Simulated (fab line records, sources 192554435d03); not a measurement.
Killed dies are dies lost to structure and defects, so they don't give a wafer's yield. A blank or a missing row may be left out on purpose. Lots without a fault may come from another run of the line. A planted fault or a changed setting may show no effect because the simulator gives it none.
A struck lot beside a sound one | flow n5_finfet | 14 steps out of a route of 1938
Sound: wafers L136.1, L136.3, L136.4. Struck: wafer L138.3. (L138.2 of the same lot was not struck and is left out.) The cause comes at the end.
At each step with rows: each side's tool, then ch and its chambers, then its first start. Under that, the readings that differ: sound wafers | struck wafers | difference of the means | sigmas: that difference in standard deviations of wafers without a fault.
alike: readings whose means differ by less than 2 such deviations, and words and numbers that are the same on both sides. not compared: withheld readings, readings that some wafer has no value for, bounds like >300 that may hide the same value, and numbers for which the record gives no deviation and whose values overlap.
The two part at a step that has a row with sigmas, a row that says differs or no value, or rows on one side only. Numbers that don't overlap but have no deviation are shown without sigmas and don't part them. A reading that every wafer of one side lacks parts them only if that side has two wafers or more.

first, 3 steps without rows for these wafers: N5_BEOL_M6_EXPOSE_25 (exposes mask V5, target cd 40 nm); N5_BEOL_M6_PEB_26 (peb time 60 s); N5_BEOL_M6_DEVELOP_27 (develop time 30 s).
N5_BEOL_M6_CD_MEAS_28: target cd 40 nm.
  sound on cd_sem-01 ch 0, day 11 12:34; struck on cd_sem-03 ch 0, day 12 13:09
  alike: cd_nm
N5_BEOL_M6_OVL_MEAS_29:
  sound on overlay-01 ch 0, day 11 12:36; struck on overlay-01 ch 0, day 12 13:11
  alike: V5_OVL
N5_BEOL_M6_INSPECT_30: inspects for defects (brightfield).
  sound on defect_inspect-02, day 11 12:40; struck on defect_inspect-02, day 12 13:14
  alike: raw_defect_count
N5_BEOL_M6_DESCUM_33: chemistry O2, time 7 s.
  sound on rie_diel-01 ch 0,2,3, day 11 14:10; struck on rie_diel-01 ch 0, day 12 13:16
  alike: drypump_motor_current_A, oes_product_au, rf_vpp_V, showerhead_plenum_p_Torr, throttle_valve_pct
  not compared: rf_hours_counter_h
N5_BEOL_M6_ETCH_72: etches underlayer in N2/H2, target depth 6.5 nm, time 5.2 s.
  sound on rie_diel-01 ch 0,2,3, day 11 14:11; struck on rie_diel-01 ch 0, day 12 13:18
  alike: drypump_motor_current_A, etch_rf_on_time_s, oes_product_au, rf_vpp_V, showerhead_plenum_p_Torr, throttle_valve_pct
  not compared: rf_hours_counter_h
N5_BEOL_M6_ETCH_65: etches SiARC in CF4, target depth 15.6 nm, time 26 s.
  sound on rie_diel-01 ch 0,2,3, day 11 14:13; struck on rie_diel-01 ch 0, day 12 13:19
  alike: drypump_motor_current_A, etch_rf_on_time_s, oes_product_au, rf_vpp_V, showerhead_plenum_p_Torr, throttle_valve_pct
  not compared: rf_hours_counter_h
N5_BEOL_M6_ETCH_66: etches SOC in N2/H2, target depth 80 nm, overetch 16 nm, time 120 s.
  sound on rie_diel-01 ch 0,2,3, day 11 14:14; struck on rie_diel-01 ch 0, day 12 13:21
  alike: drypump_motor_current_A, oes_product_au, rf_vpp_V, showerhead_plenum_p_Torr, throttle_valve_pct
  not compared: rf_hours_counter_h
then, 2 steps without rows for these wafers: N5_BEOL_M6_STRIP_69 (strips in N2/H2); N5_BEOL_M6_STRIP_73 (strips in N2/H2).
N5_BEOL_M6_VIA_ETCH_34: etches SiCOH lowk in C4F6/O2, target depth 126.3 nm, time 50.9 s.
  sound on rie_diel-01 ch 0,2,3, day 11 14:20; struck on rie_diel-01 ch 0, day 12 13:27
  reading                                  | sound             | struck | difference | sigmas
  model.etch.depth_nm (nm)                 | 122.5 127.5 125.2 | 95.98  | -29.09     |
  model.SOC_of_BEOL_M6_COAT_63.thk_nm (nm) | 54 53.8 53.8      | 55.2   | +1.3       |
  alike: O2_flow_sccm, drypump_motor_current_A, oes_product_au, rf_vpp_V, showerhead_plenum_p_Torr, throttle_valve_pct
  not compared: rf_hours_counter_h
then, 1 step without rows for these wafers: N5_BEOL_M6_STRIP_76 (strips in C4F6/O2).

WHERE THEY PART
Nowhere in this record.

WHY: what the simulator had put in
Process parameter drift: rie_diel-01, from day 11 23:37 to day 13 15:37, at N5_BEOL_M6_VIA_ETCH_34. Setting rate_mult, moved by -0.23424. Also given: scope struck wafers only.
